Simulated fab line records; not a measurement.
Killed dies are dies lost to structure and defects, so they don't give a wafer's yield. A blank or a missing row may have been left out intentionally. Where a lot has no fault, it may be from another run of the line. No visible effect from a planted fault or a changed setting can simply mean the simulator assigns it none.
A struck lot beside a sound one | flow n5 finfet | 38 steps out of a route of 1938
Sound: wafers L234.2, L234.5, L234.6. Struck: wafer L226.1. (L226.2, L226.4 of the same lot were not struck and are left out.) The cause comes at the end.
Order at every step that has rows: each side's tool, ch and its chambers, its first start. Under that, the readings that differ: sound wafers | struck wafers | difference of the means | sigmas: that difference in standard deviations of wafers without a fault.
alike: readings with means less than 2 such deviations apart, plus words and numbers identical on both sides. not compared: withheld readings, readings lacking a value on some wafer, bounds such as >300 that could conceal the same value, and numbers that have no deviation in the record and whose values overlap.
A row with sigmas, a row that says differs or no value, or rows on one side alone: a step with any of these is where the two part. Non-overlapping numbers with no deviation appear without sigmas and do not part them. A reading missing from all wafers of one side parts the sides only when that side holds two or more wafers.

first, 9 steps without rows for these wafers: N5_BEOL_M3_COAT_76 (time 60 s, resist thk 5 nm); N5_BEOL_M3_COAT_22 (resist thk 30 nm); N5_BEOL_M3_EBR_24; N5_BEOL_M3_SOFTBAKE_23 (time 60 s); N5_BEOL_M3_EXPOSE_25 (exposes mask V2, defocus 5 nm); N5_BEOL_M3_PEB_26 (peb time 60 s); N5_BEOL_M3_DEVELOP_27 (develop time 30 s); N5_BEOL_M3_DESCUM_33 (chemistry O2, time 7 s); N5_BEOL_M3_ETCH_77 (etches underlayer in N2/H2, target depth 6.5 nm, time 5.2 s).
N5_BEOL_M3_ETCH_69: etches SiARC in CF4, target depth 15.6 nm, time 26 s.
  sound on rie diel-05 ch 0,1,2, day 13 02:32; struck on rie diel-01 ch 2, day 11 08:34
  alike: drypump motor current A, etch rf on time s, oes product au, rf vpp V, showerhead plenum p Torr, throttle valve pct
  not compared: rf hours counter h
then, 27 steps without rows for these wafers: N5_BEOL_M3_ALD_98 (deposits SiO2, target thk 2.5 nm, pulse time 1 s, co reactant pulse time 1 s); N5_BEOL_M3_ETCHBACK_99 (etches SiO2 in CHF3, target depth 5 nm, time 10.4 s); N5_BEOL_M3_ETCH_70 (etches SOC in N2/H2, target depth 80 nm, overetch 16 nm, time 120 s); N5_BEOL_M3_STRIP_71 (strips in N2/H2); N5_BEOL_M3_STRIP_78 (strips in N2/H2); N5_BEOL_M3_VIA_ETCH_34 (etches the open film in C4F6/O2, target depth 69.4 nm, time 65.9 s); N5_BEOL_M3_STRIP_83 (strips in C4F6/O2); N5_BEOL_M3_STRIP_36 (strips in N2/H2); N5_BEOL_M3_TRENCH_ETCH_37 (etches SiOC in C4F6/O2, target depth 55.555 nm, time 29.2 s); N5_BEOL_M3_ETCH_41 (etches SiCN in CH3F/O2, target depth 29.9 nm, time 52.5 s); N5_BEOL_M3_STRIP_97 (strips in N2/H2, time 10 s); N5_BEOL_M3_HM_STRIP_39 (strips TiN in peroxide tin strip, target depth 25 nm, time 158 s); N5_BEOL_M3_SRD_40 (time 30 s); N5_BEOL_M3_PRECLEAN_42 (cleans in residue remover, time 60 s); N5_BEOL_M3_SRD_43 (time 30 s); N5_BEOL_M3_DEGAS_44 (time 60 s); N5_BEOL_M3_PRE_CLEAN_45 (time 30 s); N5_BEOL_M3_ALD_84 (deposits TaN, pulse time 2 s, purge time 3 s, co reactant purge time 2 s); N5_BEOL_M3_SURFACE_TREAT_85; N5_BEOL_M3_CVD_47 (deposits Co from CCTBA/H2, target thk 3 nm, time 223.8 s); N5_BEOL_M3_SPUTTER_48 (material Cu, target thk 4.5 nm, time 8.29 s); N5_BEOL_M3_ANNEAL_49 (time 240 s); N5_BEOL_M3_SPUTTER_79 (material Cu, target thk 4.5 nm, time 8.29 s); N5_BEOL_M3_ANNEAL_80 (time 240 s); N5_BEOL_M3_SPUTTER_81 (material Cu, target thk 4.5 nm, time 8.29 s); N5_BEOL_M3_ANNEAL_82 (time 240 s); N5_BEOL_M3_SPUTTER_86 (material Cu, target thk 4.5 nm, time 8.29 s).
-- a jump in the record: the struck wafers' starts before and after are 5 days apart (it breaks off in module BEOL_M3 and resumes in module PASSIVATION, where the first step shown is number 1936 of the route) --
N5_PASSIVATION_PROBE_49:
  record: rows for the struck wafers here (prober-01, day 16 05:03), none for the sound ones

WHERE THEY PART
At N5_PASSIVATION_PROBE_49 and nowhere else, as far as this record goes.

WHY: the cause the simulator had injected
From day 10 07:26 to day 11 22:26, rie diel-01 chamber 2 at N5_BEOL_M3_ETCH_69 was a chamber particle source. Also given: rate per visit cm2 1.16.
